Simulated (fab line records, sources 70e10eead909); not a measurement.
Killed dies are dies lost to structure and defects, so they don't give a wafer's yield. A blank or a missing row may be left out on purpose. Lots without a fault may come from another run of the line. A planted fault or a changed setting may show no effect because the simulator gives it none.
fab line records | flow nand_harc
record lots=24 wafers=72 last_day=33
route steps=1302 shown A_CONTACT@1102 A_BLC@1130 A_M0@1151 A_M1@1194
lots that met no fault: from a run of the same line without faults
start_h: hours from the record's first day to the start of the lot's first wafer shown | wait_h: hours since the lot's step before | " the same as in the row above | L1.1+2: a row that stands for several wafers | - no value, or no start given | * or withheld: withheld | < > ~ a bound
route shown NAME@n: a module of which the file shows steps, and the number in the route of the first | usual: mean/standard deviation of fault-free wafers | same: alike in all rows | chamber/n: place in a boat | sites: the reading at each site | _std_site: their standard deviation | _edge_site: outer sites' mean less inner sites' | radius_mm: how far each site lies from the wafer's centre | mask NAME#n: copy n | behind: the tool/chamber that last shaped the wafer | hold: why the lot was held/for how many hours/how that ended | device: the transistor (n, p or np) that didn't switch | end of line: the same wafers' tests at the end of the route | a step without rows: its recipe alone | killed: dies lost to structure and defects at the first sort, not the wafer's yield | map: a wafer's dies, x killed, . not, _ none there
set.NAME: the setting as run; set.NAME@STEP: as run at that earlier step | model.NAME: the simulator's own value behind a step, which no gauge read
steps of the route over a sample of lots; a table a step, a row a wafer
services: from which hour (start_h, from the record's first day; less than 0 if before it) a tool's chamber was out of use, for how many hours, and why
## steps
# step NHARC_A_CONTACT_CVD_19
# recipe target_thk_a=3000 temp_c=300 pressure_torr=40 wf6_flow_sccm=40 h2_flow_sccm=1600 ar_flow_sccm=1560 time_s=802 material=W
# usual heater_power_outer_w=259/29 heater_power_w=484/36 mfc_ar_sccm=1560/4.8 throttle_valve_pct=8.17/0.22
# columns lot.wafer tool chamber start_h wait_h heater_power_outer_w heater_power_w mfc_ar_sccm throttle_valve_pct
L074.1 cvd_w-01 1 - - 300 519 1562 8.21
L074.5 " 1 " " 310 530 1565 8.10
L074.6 " 0 " " 288 543 1564 8.24
L076.1 cvd_w-02 0 - - 227 455 1549 7.98
L076.3 " 1 " " 243 451 1560 8.01
L076.6 " 0 " " 229 446 1560 7.97
L075.3 cvd_w-01 0 - - 287 548 1561 8.32
L075.4 " 1 " " 301 529 1563 8.02
L075.6 " 1 " " 297 533 1564 8.37
L077.4 cvd_w-02 0 - - 231 461 1559 7.94
L077.3 " 1 " " 241 453 1564 7.90
L077.6 " 1 " " 239 444 1569 8.16
L078.2 cvd_w-01 1 - - 294 520 1564 8.00
L078.1 " 0 " " 284 538 1554 8.06
L078.6 " 0 " " 287 543 1554 8.21
L079.2 cvd_w-02 0 - - 227 450 1552 7.88
L079.3 " 0 " " 222 449 1557 7.87
L079.6 " 0 " " 223 437 1558 8.19
L081.3 cvd_w-01 0 - - 260 496 1565 8.13
L081.6 " 0 " " 261 498 1560 8.14
L081.5 " 1 " " 296 517 1560 8.39
L080.2 cvd_w-02 0 - - 226 441 1557 8.12
L080.1 " 1 " " 241 454 1559 7.93
L080.4 " 0 " " 229 456 1560 7.89
L083.2 cvd_w-02 1 - - 239 451 1561 8.19
L083.3 " 0 " " 231 454 1562 7.84
L083.4 " 1 " " 241 442 1563 8.11
L082.3 cvd_w-01 1 - - 289 504 1558 8.52
L082.5 " 1 " " 289 511 1553 8.30
L082.6 " 0 " " 258 503 1556 8.06
L084.3 cvd_w-01 1 - - 297 510 1561 8.20
L084.5 " 1 " " 298 508 1556 8.16
L084.6 " 0 " " 264 501 1555 8.34
L085.1 cvd_w-02 0 - - 228 448 1564 8.25
L085.2 " 1 " " 248 462 1563 7.77
L085.6 " 0 " " 235 469 1565 8.12
L086.4 cvd_w-01 1 - - 302 514 1561 8.18
L086.6 " 1 " " 293 510 1563 8.12
L086.5 " 0 " " 259 513 1555 8.34
L087.1 cvd_w-01 1 - - 296 518 1564 8.26
L087.4 " 0 " " 261 505 1554 8.52
L087.6 " 1 " " 294 516 1566 8.30
L088.1 cvd_w-01 0 - - 262 502 1554 8.17
L088.2 " 0 " " 267 500 1560 8.15
L088.3 " 0 " " 257 499 1554 8.33
L089.3 cvd_w-01 1 - - 293 522 1560 8.48
L089.6 " 0 " " 267 489 1561 8.22
L089.5 " 1 " " 293 512 1556 8.28
L091.1 cvd_w-01 1 - - 302 513 1566 8.22
L091.3 " 1 " " 292 521 1565 8.39
L091.5 " 0 " " 271 499 1564 8.33
L090.4 cvd_w-01 0 - - 268 508 1551 8.28
L090.3 " 1 " " 299 508 1567 8.16
L090.6 " 0 " " 265 516 1550 8.21
L092.4 cvd_w-01 0 - - 257 505 1562 8.38
L092.3 " 1 " " 297 527 1559 8.09
L092.6 " 0 " " 260 504 1567 8.39
L093.3 cvd_w-02 0 - - 211 428 1559 8.40
L093.4 " 1 " " 251 453 1563 7.68
L093.5 " 1 " " 258 449 1558 7.57
L094.1 cvd_w-02 1 - - 257 472 1552 7.89
L094.2 " 0 " " 210 434 1556 8.44
L094.5 " 0 " " 211 426 1558 8.41
L096.2 cvd_w-02 1 - - 253 465 1566 7.77
L096.3 " 1 " " 259 463 1563 7.86
L096.5 " 0 " " 208 430 1561 8.37
L097.3 cvd_w-02 1 - - 254 468 1554 7.87
L097.4 " 0 " " 209 418 1553 8.16
L097.5 " 0 " " 210 430 1559 8.26
L095.4 cvd_w-02 1 - - 252 458 1565 7.72
L095.5 " 1 " " 256 470 1567 7.70
L095.6 " 0 " " 212 436 1564 8.46
# step NHARC_A_BLC_PVD_32
# recipe target_thk_a=50 chamber_pressure_pa=5 power_w=5000 substrate_temp_c=200 time_s=17.7 material=Ti
# usual throttle_valve_pct=29.8/0.91
# columns lot.wafer tool chamber start_h wait_h throttle_valve_pct
L074.1 pvd_sputter-01 - - - 29.8
L074.6 " - " " 29.8
L074.5 " - " " 28.8
L076.3 pvd_sputter-02 - - - 30.4
L076.1 " - " " 30.3
L076.6 " - " " 30.4
L075.3 pvd_sputter-01 - - - 29.9
L075.4 " - " " 29.8
L075.6 " - " " 29.6
L077.4 pvd_sputter-01 - 545.50 - 28.3
L077.3 " - " " 29.6
L077.6 " - " " 28.5
L078.2 pvd_sputter-02 - - - 28.0
L078.1 " - " " 30.2
L078.6 " - " " 27.6
L079.2 pvd_sputter-01 - - - 29.4
L079.3 " - " " 29.6
L079.6 " - " " 30.0
L081.3 pvd_sputter-03 - - - 30.6
L081.5 " - " " 31.0
L081.6 " - " " 29.5
L080.1 pvd_sputter-01 - - - 28.1
L080.2 " - " " 30.6
L080.4 " - " " 30.3
L083.3 pvd_sputter-01 - - - 29.3
L083.2 " - " " 27.9
L083.4 " - " " 30.7
L082.3 pvd_sputter-03 - - - 29.5
L082.6 " - " " 29.5
L082.5 " - " " 30.4
L084.3 pvd_sputter-01 - - - 30.0
L084.6 " - " " 30.6
L084.5 " - " " 30.0
L085.2 pvd_sputter-02 - - - 30.4
L085.1 " - " " 27.9
L085.6 " - " " 30.2
L086.4 pvd_sputter-01 - - - 30.0
L086.6 " - " " 30.0
L086.5 " - " " 29.4
L087.1 pvd_sputter-03 - - - 31.2
L087.4 " - " " 30.5
L087.6 " - " " 30.5
L088.1 pvd_sputter-01 - - - 29.0
L088.2 " - " " 28.0
L088.3 " - " " 30.1
L089.3 pvd_sputter-01 - - - 30.7
L089.5 " - " " 30.4
L089.6 " - " " 30.0
L091.1 pvd_sputter-03 - - - 31.7
L091.3 " - " " 29.5
L091.5 " - " " 31.6
L090.4 pvd_sputter-02 - - - 30.0
L090.3 " - " " 30.3
L090.6 " - " " 30.1
L092.3 pvd_sputter-02 - - - 30.3
L092.4 " - " " 29.9
L092.6 " - " " 30.5
L093.4 pvd_sputter-01 - - - 30.1
L093.3 " - " " 27.9
L093.5 " - " " 30.1
L094.2 pvd_sputter-03 - - - 29.5
L094.1 " - " " 30.6
L094.5 " - " " 29.6
L096.2 pvd_sputter-03 - - - 30.7
L096.3 " - " " 29.7
L096.5 " - " " 30.5
L097.3 pvd_sputter-01 - - - 28.0
L097.4 " - " " 30.8
L097.5 " - " " 29.5
L095.4 pvd_sputter-02 - - - 29.8
L095.5 " - " " 29.9
L095.6 " - " " 29.9
# step NHARC_A_BLC_CVD_24
# recipe target_thk_a=1500 temp_c=300 pressure_torr=40 wf6_flow_sccm=40 h2_flow_sccm=1600 ar_flow_sccm=1560 time_s=434 material=W
# usual heater_power_outer_w=253/28 heater_power_w=478/41 mfc_ar_sccm=1560/4.3 throttle_valve_pct=8.13/0.25
# columns lot.wafer tool chamber start_h wait_h heater_power_outer_w heater_power_w mfc_ar_sccm throttle_valve_pct
L074.1 cvd_w-01 1 - - 292 524 1556 8.42
L074.6 " 1 " " 297 535 1559 8.18
L074.5 " 0 " " 286 558 1553 7.99
L076.1 cvd_w-02 0 - - 226 446 1568 7.78
L076.3 " 0 " " 231 454 1561 8.07
L076.6 " 1 " " 241 445 1563 8.13
L075.4 cvd_w-01 0 - - 284 551 1565 8.54
L075.3 " 1 " " 299 528 1546 8.23
L075.6 " 0 " " 289 546 1564 8.24
L077.4 cvd_w-01 0 - - 289 532 1565 8.53
L077.3 " 1 " " 295 546 1561 8.07
L077.6 " 0 " " 283 547 1562 8.40
L078.2 cvd_w-02 1 - - 240 438 1567 7.94
L078.1 " 0 " " 227 447 1567 8.08
L078.6 " 1 " " 233 430 1568 7.63
L079.2 cvd_w-02 0 - - 226 445 1552 8.11
L079.3 " 1 " " 241 447 1551 7.79
L079.6 " 0 " " 225 446 1559 8.15
L081.3 cvd_w-01 1 - - 296 500 1560 8.15
L081.5 " 1 " " 298 516 1557 8.09
L081.6 " 0 " " 258 504 1556 8.41
L080.1 cvd_w-01 0 - - 265 491 1558 8.32
L080.2 " 1 " " 298 509 1554 8.01
L080.4 " 0 " " 263 507 1556 8.40
L083.2 cvd_w-02 1 - - 243 448 1563 8.07
L083.3 " 1 " " 241 444 1563 7.95
L083.4 " 0 " " 227 444 1556 7.96
L082.3 cvd_w-02 0 - - 228 450 1565 8.03
L082.5 " 1 " " 243 449 1553 8.15
L082.6 " 0 " " 228 463 1556 8.37
L084.3 cvd_w-01 0 - - 258 496 1558 8.17
L084.6 " 0 " " 262 501 1557 8.43
L084.5 " 1 " " 304 513 1564 8.26
L085.2 cvd_w-02 0 - - 230 448 1571 8.16
L085.1 " 1 " " 245 441 1559 8.07
L085.6 " 0 " " 222 446 1563 8.04
L086.4 cvd_w-02 0 - - 209 434 1556 8.24
L086.6 " 1 " " 253 466 1562 7.78
L086.5 " 0 " " 210 431 1561 8.40
L087.1 cvd_w-01 1 - - 304 513 1562 8.15
L087.4 " 0 " " 264 507 1566 8.13
L087.6 " 1 " " 296 508 1557 8.31
L088.1 cvd_w-02 0 - - 208 418 1562 8.36
L088.2 " 1 " " 255 448 1555 7.86
L088.3 " 1 " " 249 472 1563 7.57
L089.3 cvd_w-02 1 - - 258 457 1558 7.84
L089.5 " 1 " " 256 466 1558 7.69
L089.6 " 0 " " 210 416 1560 8.01
L091.1 cvd_w-01 1 - - 293 513 1564 8.03
L091.3 " 1 " " 297 510 1558 8.46
L091.5 " 0 " " 267 490 1557 8.41
L090.4 cvd_w-02 0 - - 216 439 1562 8.39
L090.3 " 1 " " 254 461 1558 7.70
L090.6 " 1 " " 257 457 1559 7.89
L092.4 cvd_w-02 1 - - 249 461 1559 7.43
L092.3 " 0 " " 213 429 1557 8.45
L092.6 " 1 " " 255 470 1559 7.80
L093.3 cvd_w-02 1 - - 256 471 1557 7.65
L093.4 " 0 " " 201 431 1558 8.34
L093.5 " 0 " " 212 424 1562 8.23
L094.2 cvd_w-02 1 - - 257 463 1557 7.79
L094.1 " 0 " " 209 427 1561 8.28
L094.5 " 1 " " 256 462 1559 7.78
L096.2 cvd_w-01 0 - - 273 535 1562 8.06
L096.3 " 0 " " 260 530 1562 8.15
L096.5 " 0 " " 267 519 1565 8.22
L097.4 cvd_w-02 1 - - 254 457 1558 7.88
L097.3 " 0 " " 211 431 1554 8.20
L097.5 " 0 " " 205 428 1553 8.42
L095.4 cvd_w-01 0 - - 268 536 1566 8.11
L095.5 " 0 " " 262 520 1564 8.34
L095.6 " 0 " " 263 549 1563 8.25
# step NHARC_A_M0_ETCH_34
# recipe target_depth_a=400 overetch_a=120 time_s=43.94 ion_energy_ev=200 n2_flow_sccm=150 h2_flow_sccm=150 ar_flow_sccm=0 rf_w=400 bias_w=150 chemistry=N2/H2
# usual chamber_pressure_mTorr=30.004/0.028 drypump_motor_current_A=5.8/0.32 mfc_ar_sccm=0.004/0.0067 oes_product_au=1.001/0.0094 rf_vpp_V=428.7/2 showerhead_plenum_p_Torr=1.98/0.061 throttle_valve_pct=14.171/0.0091
# columns lot.wafer tool chamber start_h wait_h chamber_pressure_mTorr drypump_motor_current_A mfc_ar_sccm oes_product_au rf_hours_counter_h rf_vpp_V showerhead_plenum_p_Torr throttle_valve_pct
L074.1 rie_diel-01 2 517.93 0.1 29.994 5.3 0 0.992 5.5 430.7 2.04 14.181
L074.5 " 3 " " 30.029 5.7 0.006 1.002 - 429.5 1.98 14.172
L074.6 " 0 " " 30.040 6.0 0 1.008 - 429.9 2.04 14.182
L076.1 rie_diel-01 2 525.06 0.1 29.999 5.3 0 1.001 6.1 431.0 2.04 14.152
L076.3 " 3 " " 30.025 5.7 0.006 1.023 6.7 429.1 1.98 14.140
L076.6 " 3 " " 29.980 5.6 0.006 1.018 - 429.0 1.98 14.176
L075.4 rie_diel-05 0 538.14 0.5 30.024 5.5 0.011 0.999 6.2 429.6 2.00 14.171
L075.3 " 3 " " 29.971 5.3 0.020 0.991 5.7 428.2 1.98 14.174
L075.6 " 1 " " 30.073 6.3 0.012 1.001 - 431.8 2.07 14.182
L077.3 rie_diel-05 2 547.94 0.1 30.004 5.5 0 1.006 6.6 433.3 2.11 14.174
L077.6 " 0 " " 30.023 5.5 0.011 0.992 - 428.8 2.00 14.177
L077.4 " 3 " " 29.974 5.4 0.020 0.996 - 428.9 1.98 14.179
L078.2 rie_diel-05 3 548.40 0.1 30.044 5.3 0.020 0.987 7.0 428.6 1.98 14.176
L078.1 " 2 " " 29.996 5.5 0 0.986 6.6 431.3 2.11 14.171
L078.6 " 3 " " 30.014 5.3 0.020 0.976 - 429.1 1.98 14.169
L079.2 rie_diel-02 1 554.82 0.1 30.014 6.0 0 1.004 9.1 427.5 1.91 14.169
L079.3 " 3 " " 30.005 6.0 0 1.006 10.4 429.0 1.95 14.174
L079.6 " 2 " " 30.002 6.0 0 0.989 - 426.7 1.92 14.185
L081.3 rie_diel-05 2 593.99 0.1 30.045 5.4 0 1.000 0.0 432.9 2.11 14.155
L081.6 " 0 " " 30.007 5.4 0.011 0.995 - 428.9 2.00 14.179
L081.5 " 1 " " 30.003 6.3 0.012 1.003 - 431.5 2.07 14.185
L080.1 rie_diel-02 0 606.46 0.1 29.990 5.6 0.001 1.005 1.1 428.6 1.96 14.183
L080.2 " 1 " " 30.051 6.0 0 0.998 0.9 427.8 1.91 14.171
L080.4 " 3 " " 30.025 5.9 0 0.991 0.9 428.9 1.95 14.174
L083.3 rie_diel-05 3 613.07 0.1 29.968 5.4 0.020 0.995 0.4 430.4 1.98 14.186
L083.4 " 1 " " 29.981 6.3 0.012 1.007 0.4 431.0 2.07 14.189
L083.2 " 2 " " 29.971 5.5 0 1.005 0.3 432.1 2.11 14.160
L082.3 rie_diel-02 2 615.02 0.1 29.999 6.1 0 0.992 1.0 427.7 1.92 14.157
L082.6 " 1 " " 29.982 6.0 0 1.012 - 424.8 1.91 14.161
L082.5 " 2 " " 29.970 6.1 0 0.992 - 425.7 1.92 14.193
L084.3 rie_diel-02 0 618.42 0.1 29.987 5.6 0.001 1.005 1.3 429.2 1.96 14.187
L084.5 " 1 " " 29.957 6.0 0 1.015 - 427.6 1.91 14.176
L084.6 " 2 " " 30.018 6.1 0 0.982 - 425.8 1.92 14.175
L085.2 rie_diel-05 2 632.83 0.1 30.021 5.4 0 0.999 0.9 430.9 2.11 14.159
L085.1 " 0 " " 30.017 5.4 0.011 1.001 1.5 429.8 2.00 14.162
L085.6 " 1 " " 29.938 6.3 0.012 0.998 - 430.4 2.07 14.159
L086.4 rie_diel-02 3 646.38 0.1 29.993 5.9 0 0.997 2.5 428.9 1.95 14.166
L086.6 " 3 " " 29.980 5.9 0 1.002 - 429.2 1.95 14.167
L086.5 " 0 " " 30.032 5.6 0.001 1.016 - 428.3 1.96 14.157
L087.4 rie_diel-02 1 647.25 0.1 29.999 6.0 0 1.010 2.9 425.8 1.91 14.175
L087.1 " 0 " " 29.979 5.6 0.001 1.015 2.6 429.9 1.96 14.168
L087.6 " 1 " " 30.010 6.0 0 1.008 - 425.7 1.91 14.180
L088.2 rie_diel-02 0 663.94 0.1 29.947 5.6 0.001 1.012 4.3 428.4 1.96 14.175
L088.3 " 1 " " 29.992 6.0 0 1.013 4.4 426.4 1.91 14.153
L088.1 " 3 " " 29.976 6.0 0 0.996 4.0 428.7 1.95 14.173
L089.3 rie_diel-05 0 668.33 0.1 29.956 5.5 0.011 0.994 3.0 429.3 2.00 14.176
L089.5 " 0 " " 30.081 5.4 0.011 0.993 - 429.4 2.00 14.187
L089.6 " 1 " " 29.961 6.3 0.012 0.992 - 432.2 2.07 14.176
L091.3 rie_diel-05 0 673.80 0.1 30.002 5.4 0.011 0.997 3.7 428.0 2.00 14.176
L091.1 " 2 " " 29.993 5.5 0 1.010 3.8 431.7 2.11 14.159
L091.5 " 3 " " 30.012 5.3 0.020 0.998 - 428.8 1.98 14.163
L090.3 rie_diel-02 0 688.56 0.1 30.009 5.6 0.001 0.991 5.2 427.4 1.96 14.179
L090.4 " 1 " " 30.006 6.0 0 1.006 5.4 425.0 1.91 14.175
L090.6 " 2 " " 30.017 6.1 0 1.003 - 426.9 1.92 14.176
L092.3 rie_diel-01 1 700.06 0.1 29.964 5.4 0 1.015 8.1 428.4 1.96 14.175
L092.4 " 3 " " 30.022 5.6 0.006 1.002 7.8 427.2 1.98 14.170
L092.6 " 0 " " 29.968 6.0 0 1.014 - 428.9 2.03 14.162
L093.4 rie_diel-02 1 712.77 0.1 29.971 6.0 0 1.009 6.8 425.6 1.91 14.179
L093.3 " 0 " " 30.004 5.6 0.001 1.008 6.3 429.1 1.96 14.159
L093.5 " 2 " " 30.014 6.1 0 1.002 - 426.4 1.91 14.184
L094.1 rie_diel-02 0 740.94 0.1 29.973 5.6 0.001 1.000 7.6 427.2 1.96 14.174
L094.2 " 1 " " 30.004 6.0 0 1.003 7.8 427.0 1.91 14.166
L094.5 " 2 " " 29.992 6.0 0 0.996 - 426.9 1.91 14.161
L096.2 rie_diel-02 0 745.86 0.1 30.012 5.7 0.001 1.020 7.7 427.1 1.96 14.176
L096.3 " 1 " " 30.040 6.0 0 1.021 7.9 425.4 1.91 14.178
L096.5 " 3 " " 30.024 6.0 0 1.006 - 427.0 1.95 14.179
L097.3 rie_diel-02 1 746.34 0.1 30.027 6.0 0 0.999 8.0 426.2 1.91 14.157
L097.4 " 3 " " 29.960 6.0 0 0.987 8.4 428.1 1.95 14.170
L097.5 " 1 " " 30.013 6.0 0 1.013 - 425.8 1.91 14.168
L095.4 rie_diel-05 0 748.89 0.1 29.947 5.4 0.011 0.999 6.6 430.1 1.99 14.172
L095.6 " 0 " " 30.010 5.4 0.011 0.996 - 429.3 1.99 14.177
L095.5 " 1 " " 30.022 6.3 0.012 0.995 - 431.2 2.07 14.178
# step NHARC_A_M1_ANNEAL_31
# recipe temp_c=225 time_s=90
# usual anneal_temp_c_max=225.78/0.24 wafer_temp_C_max=225.9/0.32
# columns lot.wafer tool chamber start_h wait_h anneal_temp_c_max wafer_temp_C_max
L074.1 rtp_anneal-01 0 523.54 - 225.90 226.4
L074.5 " 0 " " 225.72 226.3
L074.6 " 0 " " 225.95 226.3
L076.1 rtp_anneal-01 0 530.67 0.3 226.16 226.0
L076.3 " 0 " " 225.54 226.0
L076.6 " 0 " " 225.96 226.6
L075.3 rtp_anneal-02 0 543.86 0.3 225.82 225.7
L075.4 " 0 " " 225.63 225.7
L075.6 " 0 " " 226.09 225.7
L077.3 rtp_anneal-02 0 553.67 0.3 225.81 225.2
L077.4 " 0 " " 225.39 225.6
L077.6 " 0 " " 225.41 225.4
L078.1 rtp_anneal-01 0 554.19 0.3 225.70 226.1
L078.2 " 0 " " 226.47 226.3
L078.6 " 0 " " 225.80 226.0
L079.2 rtp_anneal-01 0 560.65 - 225.98 225.7
L079.3 " 0 " " 225.71 226.0
L079.6 " 0 " " 225.67 225.9
L081.3 rtp_anneal-02 0 599.86 - 225.57 225.6
L081.5 " 0 " " 225.79 225.7
L081.6 " 0 " " 225.49 225.7
L080.1 rtp_anneal-02 0 612.26 0.3 225.41 225.6
L080.2 " 0 " " 225.38 225.7
L080.4 " 0 " " 225.30 225.7
L083.2 rtp_anneal-01 0 618.85 - 225.81 225.7
L083.3 " 0 " " 225.68 225.6
L083.4 " 0 " " 225.57 225.9
L082.3 rtp_anneal-01 0 621.02 0.3 225.77 226.6
L082.5 " 0 " " 225.59 226.1
L082.6 " 0 " " 226.14 225.9
L084.3 rtp_anneal-02 0 624.30 0.3 225.96 225.8
L084.5 " 0 " " 225.81 225.7
L084.6 " 0 " " 225.66 225.6
L085.1 rtp_anneal-02 0 638.97 - 225.35 225.5
L085.2 " 0 " " 225.97 225.7
L085.6 " 0 " " 226.02 225.7
L086.4 rtp_anneal-01 0 652.16 - 225.89 226.7
L086.5 " 0 " " 225.83 226.1
L086.6 " 0 " " 225.78 226.5
L087.1 rtp_anneal-02 0 653.53 0.3 225.53 225.9
L087.4 " 0 " " 225.85 225.9
L087.6 " 0 " " 225.65 225.5
L088.1 rtp_anneal-02 0 669.81 - 225.94 225.6
L088.2 " 0 " " 225.80 225.6
L088.3 " 0 " " 226.04 225.6
L089.3 rtp_anneal-02 0 674.33 0.3 225.69 225.2
L089.5 " 0 " " 225.32 225.3
L089.6 " 0 " " 225.20 225.3
L091.1 rtp_anneal-02 0 679.50 - 225.91 225.7
L091.3 " 0 " " 226.13 225.4
L091.5 " 0 " " 225.65 225.6
L090.3 rtp_anneal-02 0 694.41 - 225.76 225.6
L090.4 " 0 " " 225.47 225.7
L090.6 " 0 " " 225.78 225.7
L092.3 rtp_anneal-01 0 705.88 - 226.05 226.1
L092.4 " 0 " " 225.91 225.8
L092.6 " 0 " " 225.61 226.0
L093.3 rtp_anneal-01 0 718.72 0.3 225.98 226.3
L093.4 " 0 " " 226.03 226.1
L093.5 " 0 " " 225.96 225.8
L094.1 rtp_anneal-01 0 746.60 0.3 225.97 226.0
L094.2 " 0 " " 225.93 225.9
L094.5 " 0 " " 225.74 226.0
L096.2 rtp_anneal-01 0 751.84 0.5 225.90 226.7
L096.3 " 0 " " 226.03 226.2
L096.5 " 0 " " 225.83 225.7
L097.3 rtp_anneal-01 0 752.62 - 225.92 226.2
L097.4 " 0 " " 225.87 226.3
L097.5 " 0 " " 226.23 225.9
L095.4 rtp_anneal-01 0 754.89 - 225.97 226.5
L095.5 " 0 " " 225.85 225.4
L095.6 " 0 " " 226.09 226.0
# step NHARC_A_M1_PRE_CLEAN_32
# recipe time_s=12 temp_c=370 rf_power_w=300 gas=NH3
# usual heater_power_outer_w=344/61 heater_power_w=596/79
# columns lot.wafer tool chamber start_h wait_h heater_power_outer_w heater_power_w
L074.1 pecvd-03 2 524.43 0.1 345 562
L074.6 " 2 " " 345 555
L074.5 " 0 " " 315 572
L076.1 pecvd-02 1 531.57 0.1 369 606
L076.3 " 2 " " 361 591
L076.6 " 1 " " 382 599
L075.3 pecvd-02 2 544.66 0.1 306 541
L075.6 " 1 " " 406 636
L075.4 " 2 " " 311 525
L077.3 pecvd-03 2 554.47 0.1 367 586
L077.4 " 1 " " 244 485
L077.6 " 2 " " 373 593
L078.1 pecvd-03 2 555.08 0.1 393 645
L078.2 " 0 " " 310 582
L078.6 " 1 " " 249 517
L079.2 pecvd-02 0 561.49 0.1 409 714
L079.3 " 1 " " 385 635
L079.6 " 1 " " 397 639
L081.3 pecvd-03 1 600.66 0.1 244 517
L081.5 " 1 " " 248 529
L081.6 " 2 " " 365 591
L080.2 pecvd-03 0 613.15 0.1 279 520
L080.1 " 1 " " 271 544
L080.4 " 2 " " 342 549
L083.3 pecvd-02 0 619.72 0.1 361 633
L083.2 " 1 " " 405 660
L083.4 " 0 " " 355 629
L082.3 pecvd-03 2 621.84 0.1 424 666
L082.5 " 1 " " 254 529
L082.6 " 0 " " 274 504
L084.3 pecvd-02 1 625.09 0.1 353 589
L084.5 " 0 " " 443 756
L084.6 " 1 " " 362 632
L085.2 pecvd-02 0 639.85 0.1 452 760
L085.1 " 1 " " 383 625
L085.6 " 1 " " 386 624
L086.6 pecvd-04 1 652.93 0.1 402 699
L086.4 " 2 " " 331 549
L086.5 " 0 " " 392 657
L087.1 pecvd-04 2 654.45 0.1 291 486
L087.4 " 2 " " 293 480
L087.6 " 0 " " 397 660
L088.2 pecvd-04 2 670.72 0.1 273 481
L088.3 " 0 " " 403 659
L088.1 " 1 " " 421 726
L089.3 pecvd-04 1 675.13 0.1 441 780
L089.6 " 1 " " 443 779
L089.5 " 2 " " 299 500
L091.1 pecvd-03 1 680.41 0.1 273 546
L091.3 " 0 " " 278 525
L091.5 " 0 " " 286 521
L090.3 pecvd-03 1 695.19 0.1 258 541
L090.6 " 2 " " 391 631
L090.4 " 0 " " 273 500
L092.3 pecvd-03 1 706.69 0.1 307 586
L092.4 " 2 " " 358 572
L092.6 " 1 " " 295 580
L093.3 pecvd-03 1 719.56 0.1 258 549
L093.4 " 2 " " 389 621
L093.5 " 0 " " 298 525
L094.1 pecvd-02 0 747.50 0.1 356 630
L094.2 " 1 " " 413 674
L094.5 " 1 " " 406 651
L096.2 pecvd-04 1 752.68 0.1 428 729
L096.3 " 0 " " 394 679
L096.5 " 2 " " 333 548
L097.3 pecvd-03 2 753.57 0.2 417 658
L097.5 " 1 " " 246 505
L097.4 " 2 " " 428 650
L095.6 pecvd-04 1 755.68 0.1 440 741
L095.4 " 2 " " 333 562
L095.5 " 0 " " 376 645
## services
# columns tool chamber start_h hours kind
pecvd-02 - 516.82 0.7 repair
rie_diel-02 - 517.84 0.4 repair
rie_diel-05 1 545.71 4.2 repair
cvd_w-01 - 547.08 13.0 pm
rie_diel-05 1 552.08 10.0 repair
pecvd-03 - 555.42 13.0 pm
rie_diel-02 - 570.70 9.0 pm
rie_diel-05 0 572.87 14.0 repair
pvd_sputter-01 - 582.00 10.0 pm
rie_diel-05 - 583.60 9.0 pm
pecvd-02 - 589.29 13.0 pm
rie_diel-05 2 617.42 7.7 repair
pvd_sputter-01 - 626.25 14.6 repair
cvd_w-02 - 631.15 13.0 pm
rie_diel-02 0 637.12 3.6 repair
cvd_w-01 1 655.49 5.1 repair
rie_diel-05 0 656.66 4.6 repair
pecvd-03 - 700.83 1.0 repair
cvd_w-02 0 712.23 1.6 repair
cvd_w-01 - 728.08 13.0 pm
pecvd-03 - 736.42 13.0 pm
rtp_anneal-02 - 744.00 12.0 pm
rie_diel-02 - 747.70 9.0 pm
rie_diel-05 0 749.56 19.8 repair
## key
fault none
